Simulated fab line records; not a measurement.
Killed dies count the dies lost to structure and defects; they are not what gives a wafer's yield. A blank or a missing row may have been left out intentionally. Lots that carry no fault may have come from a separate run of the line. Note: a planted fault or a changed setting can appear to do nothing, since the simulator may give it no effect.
Problem report, 8D (eight disciplines) form, completed by code	flow nandHarc	the parts of the form that need people (team, actions taken, sign-off) are left out

1. PROBLEM STATEMENT
runLengthS at NHARC_A_STAIRCASE_ETCH_188 reads a mean of 73.9 s on 6 wafers of 3 lots; wafers without a fault read 61.7 s with a standard deviation of 0.3. That is +41 standard deviations from the usual mean.
The step: etches the open film in C4F8/O2, target depth 100 nm, time 40.5 s.
Earliest sighting: wafer L711.2 on rieDiel-12 at day 17 22:43. At this step, 45 wafers from 15 lots have a number in the record. Rule for "out", or "out of limits": more than 4 standard deviations from the usual mean. The rest of the wafers with a number are treated as sound.

2. WHAT IT IS, WHAT IT ISN'T
question	is	is not
which readings at this step	runLengthS	oesProductAu, rfVppV
which lots	L711, L713, L714	L707, L708, L709, L710, L722, L723, L725, L726, L727, L728, L729, L730
which wafers of those lots	L711.2, L711.5, L713.1, L713.2, L714.2, L714.5	L711.6, L713.4, L714.3
read on which tools	rieDiel-12	rieDiel-01, rieDiel-13
when	from day 17 22:43	up to then (13 sound wafers); but 26 sound wafers of L713, L714, L722, L723, L725, L726, L727, L728, L729, L730 came after

3. SUSPECTS, AND WHAT RULES EACH OUT
Counting: a tool at a process step up to the reading stays a suspect if it ran every lot that is out. Sound lots after the first of them don't rule it out here, since some wafers of a struck lot are sound.
- rieDiel-12 at NHARC_A_STAIRCASE_ETCH_188 (etches the open film in C4F8/O2, target depth 100 nm, time 40.5 s): kept. It ran every lot that is out, first L711 (day 17 22:43); its last sound lot up to then is L710 (day 17 03:12). On those wafers its own readings are out: runLengthS.
After counting, what remains is rieDiel-12 at NHARC_A_STAIRCASE_ETCH_188.

4. THE CAUSE (what the simulator had put in)
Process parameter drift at NHARC_A_STAIRCASE_ETCH_188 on rieDiel-12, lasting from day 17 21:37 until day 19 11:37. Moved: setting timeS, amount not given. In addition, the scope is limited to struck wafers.
Only this tool survived the counting.

5. THE CHAIN OF EFFECTS, in route order
One row per reading whose mean, taken over the struck wafers that have a number, lies over 3 standard deviations from the usual. Only readings for which the record gives a usual standard deviation are gone through. hours: the time from each lot's start at the first step in this table that gives one to its start at this step, as a median over the lots. sigmas: the change in usual standard deviations.
hours	step	reading	usual	on struck wafers	change	sigmas
0	NHARC_A_STAIRCASE_ETCH_188	runLengthS	61.7 s	73.9	+12.2	+41
The process steps in it:
- NHARC_A_STAIRCASE_ETCH_188: etches the open film in C4F8/O2, target depth 100 nm, time 40.5 s.

6. HOW IT WOULD HAVE BEEN CAUGHT EARLIER
In this record the first reading out of limits was taken at day 17 22:43, 1 hour after the fault began at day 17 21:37.
